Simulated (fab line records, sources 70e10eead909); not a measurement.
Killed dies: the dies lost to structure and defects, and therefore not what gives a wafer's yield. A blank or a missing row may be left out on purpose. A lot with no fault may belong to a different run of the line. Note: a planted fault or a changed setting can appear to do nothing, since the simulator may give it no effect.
fab line records ; flow nandHarc
[record] lots = 12; wafers = 36; lastDay = 24
route steps=1159 shown A_STAIRCASE@652 END@1159
lots that met no fault: taken from a fault-free run of the same line
startH: hours from the record's opening day to when the first of the lot's shown wafers began ; waitH: hours from the lot's prior step to this one ; " the same as in the row above ; L1.1+2: a single row standing in for several wafers ; - no value, or no start given ; * or withheld: withheld ; < > ~ a bound
route shown NAME@n: NAME is a module with steps in the file, n the number in the route of the first one ; usual: mean/standard deviation of fault-free wafers ; same: alike in all rows ; chamber/n: place in a boat ; sites: the reading at each site ; _std_site: the values' standard deviation ; _edge_site: mean of outer sites minus mean of inner sites ; radiusMm: how far each site lies from the wafer's centre ; mask NAME#n: copy n ; behind: the most recent tool/chamber to have shaped the wafer ; hold: the reason the lot was held/the length of the hold in hours/how it ended ; device: which transistor (n, p or np) failed to switch ; end of line: tests of these same wafers at the route's end ; step lacking rows: just its recipe ; killed: dies lost to structure and defects at the first sort, not the wafer's yield ; map: shows each die of a wafer: x if killed, . if not, _ if none is there
set.NAME: the setting as run; set.NAME@STEP: as run at that earlier step ; model.NAME: the simulator's own value behind a step, which no gauge read
steps of the route over a sample of lots; a table a step, a row a wafer
services: when a tool's chamber went out of use (startH, in hours from the record's first day, below 0 if earlier), for how many hours, and the reason
[[steps]]
[step NHARC_A_STAIRCASE_HM_DEP_456]
[recipe] targetThkA = 15000; tempC = 400; material = aC
[usual] susceptorTempC = 400.00/0.22; throttleValvePct = 34.999/0.0095
lot.wafer;tool;chamber;startH;waitH;susceptorTempC;throttleValvePct
L692.2;aclDep-02;0;263.96;-;-;35.020
L692.5;aclDep-02;0;263.96;-;-;35.001
L692.6;aclDep-02;0;263.96;-;-;35.005
L695.2;aclDep-03;0;289.18;-;-;35.012
L695.3;aclDep-03;0;289.18;-;-;34.987
L695.4;aclDep-03;0;289.18;-;-;35.001
L697.2;aclDep-02;0;298.43;-;400.09;35.014
L697.3;aclDep-02;0;298.43;-;400.06;35.010
L697.4;aclDep-02;0;298.43;-;400.29;35.023
L698.1;aclDep-03;0;306.11;-;399.87;35.000
L698.2;aclDep-03;0;306.11;-;399.96;34.998
L698.4;aclDep-03;0;306.11;-;400.19;35.009
L702.1;aclDep-03;0;327.11;-;399.88;35.001
L702.2;aclDep-03;0;327.11;-;399.87;34.993
L702.4;aclDep-03;0;327.11;-;399.89;34.996
L701.3;aclDep-03;0;330.82;-;400.00;34.999
L701.4;aclDep-03;0;330.82;-;399.71;34.994
L701.6;aclDep-03;0;330.82;-;400.01;34.992
L704.2;aclDep-03;0;334.97;-;400.05;34.988
L704.3;aclDep-03;0;334.97;-;399.81;35.008
L704.4;aclDep-03;0;334.97;-;399.97;35.009
L705.3;aclDep-03;0;337.13;-;399.85;35.017
L705.5;aclDep-03;0;337.13;-;399.71;35.013
L705.6;aclDep-03;0;337.13;-;400.06;34.992
L708.3;aclDep-01;0;360.57;-;400.11;34.996
L708.4;aclDep-01;0;360.57;-;399.92;35.008
L708.5;aclDep-01;0;360.57;-;400.00;35.016
L707.1;aclDep-01;0;361.81;-;400.19;34.999
L707.2;aclDep-01;0;361.81;-;400.05;34.996
L707.6;aclDep-01;0;363.35;-;400.14;35.006
L711.1;aclDep-03;0;374.62;-;399.97;35.003
L711.3;aclDep-03;0;374.62;-;399.83;35.008
L711.4;aclDep-03;0;374.62;-;399.71;34.994
L712.1;aclDep-03;0;380.16;-;400.22;35.005
L712.3;aclDep-03;0;380.16;-;400.01;35.004
L712.4;aclDep-03;0;380.16;-;400.30;35.003
[step NHARC_A_STAIRCASE_DEP_301]
[recipe] targetThkA = 300; targetThkNm = 30; tempC = 400; pressureTorr = 3.5; flowSccm = 200; rfW = 350; material = SiON
[usual] chamberPressureTorr = 3.501/0.0081; heaterPowerOuterW = 416/48; heaterPowerW = 716/88
lot.wafer;tool;chamber;startH;waitH;chamberPressureTorr;heaterPowerOuterW;heaterPowerW;sinceWetCleanH
L692.2;pecvd-02;1;271.16;1.2;3.503;477;818;105
L692.5;pecvd-02;1;271.16;1.2;3.492;462;812;-
L692.6;pecvd-02;0;271.16;1.2;3.508;331;576;-
L695.2;pecvd-04;1;296.24;1.6;3.518;384;636;88
L695.3;pecvd-04;2;296.24;1.6;3.498;373;636;88
L695.4;pecvd-04;1;296.24;1.6;3.502;374;626;-
L697.2;pecvd-03;1;308.63;1.2;-;-;-;-
L697.3;pecvd-03;2;308.63;1.2;-;-;-;-
L697.4;pecvd-03;2;308.63;1.2;-;-;-;-
L698.1;pecvd-04;0;313.02;1.6;-;-;-;-
L698.2;pecvd-04;2;313.02;1.6;-;-;-;-
L698.4;pecvd-04;0;313.02;1.6;-;-;-;-
L702.2;pecvd-03;0;333.97;1.2;3.489;431;756;28
L702.1;pecvd-03;2;333.97;1.2;3.500;345;578;28
L702.4;pecvd-03;1;333.97;1.2;3.499;371;708;-
L701.3;pecvd-03;2;339.12;1.7;3.498;302;502;34
L701.4;pecvd-03;0;339.12;1.7;3.512;462;748;-
L701.6;pecvd-03;1;339.12;1.7;3.502;450;826;-
L704.3;pecvd-03;0;341.62;0.9;3.520;471;759;36
L704.2;pecvd-03;1;341.62;0.9;3.507;365;702;36
L704.4;pecvd-03;2;341.62;0.9;3.495;346;566;-
L705.3;pecvd-03;1;344.20;1.0;3.490;442;802;39
L705.6;pecvd-03;1;344.20;1.0;3.487;444;811;-
L705.5;pecvd-03;2;344.20;1.0;3.494;378;609;-
L708.3;pecvd-03;2;370.37;1.0;3.495;387;625;65
L708.5;pecvd-03;0;370.37;1.0;3.507;428;720;-
L708.4;pecvd-03;1;370.37;1.0;3.498;439;797;-
L707.2;pecvd-04;1;370.56;1.3;3.490;442;735;163
L707.1;pecvd-04;0;370.56;1.3;3.500;426;744;163
L707.6;pecvd-04;2;370.56;1.3;3.487;441;716;-
L711.3;pecvd-03;0;384.93;1.1;3.511;477;779;79
L711.1;pecvd-03;1;384.93;1.1;3.501;450;835;79
L711.4;pecvd-03;1;384.93;1.1;3.505;459;844;-
L712.1;pecvd-03;2;387.28;1.6;3.499;362;582;82
L712.3;pecvd-03;0;387.28;1.6;3.495;487;807;82
L712.4;pecvd-03;1;387.28;1.6;3.503;439;824;-
[step NHARC_A_STAIRCASE_DESCUM_312]
[recipe] timeS = 3; o2FlowSccm = 200; arFlowSccm = 0; biasPowerW = 0; chemistry = O2
[usual] drypumpMotorCurrentA = 5.7/0.48; oesProductAu = 0.998/0.0073; rfVppV = 57.9/0.86; showerheadPlenumPTorr = 1.91/0.091; throttleValvePct = 11.312/0.0083
lot.wafer;tool;chamber;startH;waitH;drypumpMotorCurrentA;oesProductAu;rfHoursCounterH;rfVppV;showerheadPlenumPTorr;throttleValvePct
L692.2;rieDiel-11;2;272.26;-;5.9;0.989;24;58.7;1.91;11.323
L692.6;rieDiel-11;3;272.26;-;6.5;0.997;-;57.4;1.79;11.299
L692.5;rieDiel-11;0;272.26;-;6.0;1.005;-;57.6;1.96;11.302
L695.4;rieDiel-08;1;297.22;-;5.6;1.018;62;59.7;1.79;11.301
L695.2;rieDiel-08;2;297.22;-;5.4;1.009;62;59.3;2.06;11.313
L695.3;rieDiel-08;0;297.22;-;6.2;1.003;58;59.1;1.99;11.315
L697.3;rieDiel-11;0;309.62;-;6.0;0.999;38;58.5;1.96;11.302
L697.2;rieDiel-11;1;309.62;-;6.2;0.989;35;58.2;1.99;11.311
L697.4;rieDiel-11;3;309.62;-;6.5;0.993;37;57.6;1.79;11.326
L698.4;rieDiel-08;3;313.88;-;5.4;0.999;2;57.4;1.84;11.322
L698.1;rieDiel-08;1;313.88;-;5.6;0.998;1;57.7;1.79;11.311
L698.2;rieDiel-08;2;313.88;-;5.4;1.000;2;58.3;2.05;11.330
L702.2;rieDiel-09;0;334.96;-;5.1;0.998;27;57.3;1.91;11.319
L702.1;rieDiel-09;1;334.96;-;4.9;0.993;28;57.5;1.88;11.324
L702.4;rieDiel-09;1;334.96;-;4.9;0.999;-;57.8;1.88;11.319
L701.3;rieDiel-09;3;340.06;-;5.5;0.990;32;57.9;2.07;11.295
L701.4;rieDiel-09;3;340.06;-;5.5;0.990;-;58.4;2.07;11.307
L701.6;rieDiel-09;0;340.06;-;5.0;0.983;-;57.1;1.91;11.314
L704.2;rieDiel-08;3;342.62;-;5.5;0.999;13;57.1;1.84;11.306
L704.3;rieDiel-08;1;342.62;-;5.6;1.004;12;57.5;1.78;11.307
L704.4;rieDiel-08;3;342.62;-;5.5;0.996;-;58.3;1.84;11.315
L705.3;rieDiel-11;1;345.06;-;6.2;1.004;51;56.9;1.98;11.306
L705.6;rieDiel-11;1;345.06;-;6.2;0.996;-;59.1;1.98;11.306
L705.5;rieDiel-11;2;345.06;-;5.8;1.002;-;57.6;1.90;11.325
L708.4;rieDiel-08;2;371.21;-;5.4;1.007;26;59.5;2.05;11.301
L708.3;rieDiel-08;0;371.21;-;6.2;1.009;24;58.3;1.98;11.310
L708.5;rieDiel-08;2;371.21;-;5.3;0.988;-;58.4;2.05;11.303
L707.2;rieDiel-08;0;371.63;-;6.2;0.986;24;59.4;1.98;11.309
L707.1;rieDiel-08;1;371.63;-;5.6;1.001;22;57.2;1.78;11.312
L707.6;rieDiel-08;3;371.63;-;5.5;0.990;-;56.3;1.84;11.308
L711.3;rieDiel-09;3;385.76;-;5.5;0.998;49;57.2;2.06;11.330
L711.1;rieDiel-09;0;385.76;-;5.0;1.001;47;58.0;1.90;11.311
L711.4;rieDiel-09;1;385.76;-;4.9;1.007;49;58.1;1.88;11.311
L712.1;rieDiel-11;0;388.16;-;6.0;1.010;5;58.8;1.95;11.312
L712.3;rieDiel-11;1;388.16;-;6.2;1.002;5;57.9;1.98;11.311
L712.4;rieDiel-11;2;388.16;-;5.8;1.001;4;58.0;1.89;11.311
[step NHARC_A_STAIRCASE_HM_OPEN_463]
[recipe] o2FlowSccm = 400; cosFlowSccm = 20; arFlowSccm = 0; rfW = 500; biasW = 300; chemistry = O2/COS
[usual] cosFlowSccm = 20.00/0.055; drypumpMotorCurrentA = 5.8/0.49; oesProductAu = 0.999/0.008; rfVppV = 467/3.1; showerheadPlenumPTorr = 3.12/0.14; throttleValvePct = 28.330/0.0083
lot.wafer;tool;chamber;startH;waitH;cosFlowSccm;drypumpMotorCurrentA;oesProductAu;rfHoursCounterH;rfVppV;showerheadPlenumPTorr;throttleValvePct
L692.2;rieDiel-11;1;-;-;19.94;6.2;1.007;22;469;3.24;28.330
L692.6;rieDiel-11;2;-;-;20.05;5.9;0.989;-;467;3.11;28.323
L692.5;rieDiel-11;3;-;-;20.10;6.5;0.987;-;464;2.93;28.320
L695.2;rieDiel-08;3;-;-;20.00;5.5;1.004;59;465;3.02;28.331
L695.3;rieDiel-08;0;-;-;20.04;6.2;1.000;58;470;3.23;28.339
L695.4;rieDiel-08;1;-;-;20.07;5.6;1.001;62;464;2.93;28.331
L697.2;rieDiel-11;1;-;-;20.04;6.2;1.007;35;469;3.23;28.345
L697.4;rieDiel-11;3;-;-;19.96;6.5;1.004;37;464;2.93;28.329
L697.3;rieDiel-11;0;-;-;19.98;6.0;1.004;38;469;3.19;28.342
L698.2;rieDiel-08;3;-;-;20.02;5.5;1.014;2;464;3.02;28.324
L698.1;rieDiel-08;0;-;-;20.00;6.2;0.999;1;471;3.23;28.329
L698.4;rieDiel-08;1;-;-;20.07;5.6;0.992;1;464;2.93;28.347
L702.1;rieDiel-09;0;-;-;19.96;5.0;0.990;27;466;3.11;28.333
L702.2;rieDiel-09;1;-;-;20.07;4.9;0.993;28;466;3.08;28.321
L702.4;rieDiel-09;0;-;-;19.94;5.0;0.990;-;466;3.11;28.337
L701.3;rieDiel-09;1;-;-;20.02;4.9;1.001;31;468;3.07;28.330
L701.6;rieDiel-09;0;-;-;20.01;5.0;1.002;-;468;3.11;28.320
L701.4;rieDiel-09;1;-;-;20.07;4.9;0.998;-;465;3.07;28.333
L704.2;rieDiel-08;2;-;-;20.05;5.4;0.997;13;471;3.33;28.323
L704.3;rieDiel-08;3;-;-;20.04;5.5;0.989;13;466;3.01;28.336
L704.4;rieDiel-08;2;-;-;19.97;5.4;0.992;-;471;3.33;28.319
L705.3;rieDiel-11;3;-;-;20.06;6.5;0.993;53;463;2.92;28.340
L705.5;rieDiel-11;3;-;-;19.99;6.5;1.006;-;462;2.92;28.341
L705.6;rieDiel-11;0;-;-;20.06;6.0;1.002;-;467;3.18;28.334
L708.4;rieDiel-08;3;-;-;19.94;5.5;1.004;22;465;3.01;28.321
L708.3;rieDiel-08;2;-;-;20.01;5.3;0.997;26;471;3.33;28.331
L708.5;rieDiel-08;3;-;-;19.99;5.5;0.990;-;464;3.01;28.323
L707.1;rieDiel-08;0;-;-;19.97;6.2;0.998;24;470;3.22;28.333
L707.2;rieDiel-08;1;-;-;19.96;5.6;1.001;22;463;2.92;28.318
L707.6;rieDiel-08;3;-;-;19.93;5.4;1.000;-;466;3.01;28.332
L711.3;rieDiel-09;0;-;-;20.00;5.0;1.002;47;466;3.10;28.330
L711.4;rieDiel-09;1;-;-;20.07;4.9;1.015;49;466;3.06;28.317
L711.1;rieDiel-09;2;-;-;19.91;4.9;1.013;36;468;3.08;28.321
L712.3;rieDiel-11;1;-;-;19.96;6.2;1.012;5;468;3.22;28.327
L712.4;rieDiel-11;2;-;-;19.99;5.8;0.996;4;465;3.09;28.337
L712.1;rieDiel-11;3;-;-;20.07;6.5;1.009;4;462;2.92;28.334
[step NHARC_END_SORT_01]
[recipe] tempC = 25
[usual] killedAtArray = 27/10; killedAtOther = 0.6/1; killedAtPeriphery = 3.4/2.7; killedDies = 31/9.7; killedOpen = 3.4/1.7; killedShort = 2.2/1.5
[same] grossDies = 677
lot.wafer;tool;chamber;startH;waitH;killedAtArray;killedAtOther;killedAtPeriphery;killedDies;killedOpen;killedShort
L698.1;prober-02;0;494.06;2.5;673;2;2;677;3;1
L698.2;prober-02;0;494.85;2.8;672;1;4;677;1;3
L698.4;prober-02;0;496.42;3.4;674;2;1;677;5;1
L697.2;prober-01;0;494.85;2.8;670;3;4;677;6;4
L697.3;prober-01;0;495.66;3.1;673;0;4;677;5;2
L697.4;prober-01;0;496.48;3.5;674;1;2;677;2;1
// killed by level:class
L698.1 A_STAIRCASE:areaDep=641 A_CHANNEL_HOLE_D1:chamberFilmFlake=19 A_STAIRCASE:chamberFilmFlake=5 A_CONTACT:chamberFilmFlake=3 A_WL_FILL:chamberFilmFlake=2 P_M0:geometricParticle:open=1 A_SGD_CUT:geometricParticle:open=1 A_WL_FILL:geometricParticle:short=1
L698.2 A_STAIRCASE:areaDep=645 A_CHANNEL_HOLE_D1:chamberFilmFlake=18 A_STAIRCASE:chamberFilmFlake=3 A_M0:geometricParticle:short=2 A_CONTACT:chamberFilmFlake=2 P_CONTACT:geometricParticle:open=1 P_M0:geometricParticle:short=1 P_GATE:chamberFilmFlake=1
L697.2 A_STAIRCASE:areaDep=651 A_CHANNEL_HOLE_D1:chamberFilmFlake=7 A_CONTACT:chamberFilmFlake=3 A_STAIRCASE:chamberFilmFlake=2 THIN_TSV:chamberFilmFlake=2 P_CONTACT:geometricParticle:short=1 P_M0:geometricParticle:open=1 A_SOURCE_PLATE:geometricParticle:short=1
L697.3 A_STAIRCASE:areaDep=661 A_CHANNEL_HOLE_D1:chamberFilmFlake=3 A_STAIRCASE:chamberFilmFlake=3 P_CONTACT:geometricParticle:open=2 A_CONTACT:chamberFilmFlake=2 P_GATE:geometricParticle:open=1 A_ONON_D1:geometricParticle:short=1 A_WL_FILL:geometricParticle:short=1
L698.4 A_STAIRCASE:areaDep=645 A_CHANNEL_HOLE_D1:chamberFilmFlake=14 A_STAIRCASE:chamberFilmFlake=4 A_BLC:geometricParticle:open=3 A_CONTACT:chamberFilmFlake=2 THIN_TSV:chamberFilmFlake=2 A_STAIRCASE:geometricParticle:short=1 A_WL_FILL:geometricParticle:open=1
L697.4 A_STAIRCASE:areaDep=661 A_CHANNEL_HOLE_D1:chamberFilmFlake=3 A_CONTACT:chamberFilmFlake=3 A_M0:geometricParticle:open=2 P_M0:chamberFilmFlake=2 A_STAIRCASE:chamberFilmFlake=2 A_CHANNEL_HOLE_D1:geometricParticle:short=1 A_ZERO_WELL:chamberFilmFlake=1
[[services]]
tool;chamber;startH;hours;kind
pecvd-02;-;250.95;2.3;repair
rieDiel-09;-;254.10;9.0;pm
rieDiel-08;0;256.41;-;clean
rieDiel-08;1;256.41;-;clean
rieDiel-08;2;256.41;-;clean
rieDiel-08;3;256.41;-;clean
pecvd-03;0;268.93;16.2;repair
rieDiel-08;0;280.91;-;clean
rieDiel-08;1;280.91;-;clean
rieDiel-08;2;280.91;-;clean
rieDiel-08;3;280.91;-;clean
pecvd-03;-;292.58;13.0;pm
aclDep-01;-;293.79;13.0;pm
rieDiel-08;-;302.28;9.0;pm
rieDiel-08;0;302.28;9.0;ventCycle
rieDiel-08;1;302.28;9.0;ventCycle
pecvd-02;-;334.00;13.0;pm
rieDiel-08;0;341.33;3.9;repair
rieDiel-08;1;343.02;7.6;repair
rieDiel-08;3;343.92;6.9;repair
aclDep-02;-;350.83;13.0;pm
pecvd-03;-;365.31;0.8;repair
rieDiel-11;-;366.51;9.0;pm
pecvd-04;-;376.00;13.0;pm
[[key]]
[firstSign] step = NHARC_A_STAIRCASE_DEP_301; reading = toolRecord; direction = missing
[effect] step = NHARC_END_SORT_01; reading = killedDies; direction = up; sigmas = 67; usual = 31; struck = 677
[moreKillsBornAt] NHARC_A_STAIRCASE_DEP_301@pecvd-03 = 1973; NHARC_A_STAIRCASE_DEP_301@pecvd-04 = 1931
metAt NHARC_A_STAIRCASE_DEP_301
struckLots L697,L698
laterRowsLeftOut L697.2,L697.3,L697.4,L698.1,L698.2,L698.4
testerLeftOut L697,L698
notActingAt NHARC_A_STAIRCASE_HM_DEP_456,NHARC_A_STAIRCASE_DESCUM_312,NHARC_A_STAIRCASE_HM_OPEN_463
onsetBetween 296.24 308.63
[fault] kind = skippedStepWhole; tool = pecvd-03,pecvd-04; chamber = -; onsetH = 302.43; steps = NHARC_A_STAIRCASE_DEP_301; scope = struckLotsOnly
// testerLeftOut: of these lots the tester's yield and bins aren't shown, on N5 and GAA mostly nor the transistor test; their killed dies are dies lost to structure and defects alone, not to doping, threshold or leakage, so they don't give the yield
// laterRowsLeftOut: the simulator's readings of these wafers behind a module that went badly wrong aren't trusted and aren't shown, but for the sort
